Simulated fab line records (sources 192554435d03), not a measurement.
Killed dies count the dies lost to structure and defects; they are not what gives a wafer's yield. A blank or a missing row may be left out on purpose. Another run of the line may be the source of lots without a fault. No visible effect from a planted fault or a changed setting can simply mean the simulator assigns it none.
Matching of chambers + flow n5Finfet + 4 sister chambers for N5_SDB_HM_OPEN_20 on rieDiel-02
The step chemistry CH3F/O2, target SiNx, stops on poly-Si, target depth 24 nm. 4 wafers are shown with their chamber, then 7 later ones without.

WAFERS WITH THEIR CHAMBER
| wafer  | chamber | throttleValvePct (%) |
|--------|---------|----------------------|
| L085.2 | 2       | 16.65                |
| L085.3 | 3       | 16.12                |
| L087.2 | 1       | 16.48                |
| L087.3 | 0       | 16.36                |

WAFERS WITH NO CHAMBER GIVEN
| wafer  | throttleValvePct (%) |
|--------|----------------------|
| L087.5 | 16.48                |
| L088.1 | 16.38                |
| L088.3 | 16.36                |
| L088.5 | 16.36                |
| L089.1 | 16.17                |
| L089.2 | 16.37                |
| L089.5 | 16.36                |

CHAMBER TAKEN BY EACH
| wafer  | from the rows above | in truth                   |
|--------|---------------------|----------------------------|
| L087.5 | 1                   | 1                          |
| L088.1 | 0                   | 0                          |
| L088.3 | 0                   | 0                          |
| L088.5 | 0                   | 0                          |
| L089.1 | 3                   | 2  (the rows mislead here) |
| L089.2 | 0                   | 0                          |
| L089.5 | 0                   | 0                          |
Placed correctly: 6 of 7. From these rows, 0 cannot be placed. Placed wrongly: 1.
How it was worked out, from the rows above alone: a wafer's distance from a chamber is the root of the sum, over the readings, of the square of ((its reading less the chamber's mean) divided by the reading's scatter). If the next closest chamber is less than 2 further off than the closest, the wafer can't be placed; otherwise it belongs to the closest. For every chamber, the mean is computed from those of its wafers that are shown. The scatter (one wafer shown for each chamber): square how far every hidden wafer sits from the nearest shown wafer, average those squares and take the square root.
